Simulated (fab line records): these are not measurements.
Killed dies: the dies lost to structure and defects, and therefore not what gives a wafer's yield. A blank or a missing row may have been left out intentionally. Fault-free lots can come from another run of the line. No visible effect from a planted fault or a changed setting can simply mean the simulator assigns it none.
What tool caused it? | flow nand harc | 12 lots (36 wafers sampled), 1 step of a 1159-step route

== WHAT THE GAUGES READ, wafer by wafer ==
NHARC_A_CONTACT_OVL_MEAS_43.
lot  | measured     | on         | overlay x nm (nm)
L075 | day 16 08:44 | overlay-02 | 0.5 0.6 -0.4
L077 | day 17 03:32 | overlay-02 | -0.4 0.1 0.0
L079 | day 17 18:30 | overlay-02 | 0.4 0.5 0.4
L081 | day 18 07:14 | overlay-02 | 0.3 -0.3 -0.2
L085 | day 18 22:32 | overlay-02 | -0.5 -1.0 -0.5
L082 | day 19 03:35 | overlay-02 | -0.7 -1.1 -1.2
L086 | day 19 15:34 | overlay-02 | 0.6 1.1 1.5
L089 | day 20 08:16 | overlay-01 | -0.5 -0.8 -1.7
L091 | day 20 20:59 | overlay-01 | 1.4 1.6 1.3
L095 | day 21 19:11 | overlay-01 | 0.2 -0.2 0.0
L094 | day 21 23:17 | overlay-01 | -0.9 -1.1 -0.8
L097 | day 22 06:58 | overlay-02 | -0.8 -0.2 -0.3

== WHAT TOOL EACH LOT RAN ON (gives the tool, then ch and the chambers of the sampled wafers, and finally the start) ==
Before these readings, the record contains no process step.

== THE ANSWER, worked out from the rows above alone ==
Rule: what is usual is taken from the lots themselves. Put in order of their means at a reading, lots are off if they are a third of the lots or fewer, leave a main group of 4 or more, and stand apart from it by a gap of 3 or more times the standard deviation of the main group's means; of several such gaps the widest counts. The tables above print the reading to a certain number of digits; a main group whose means all agree to those digits is not used. A lot without any number at a reading at which 4 lots or more have one is off too. The other lots that the step has rows for count as sound.
No lot is off on any of the readings shown, so nothing can be concluded from this.

== WHAT HAD BEEN PUT IN BY THE SIMULATOR ==
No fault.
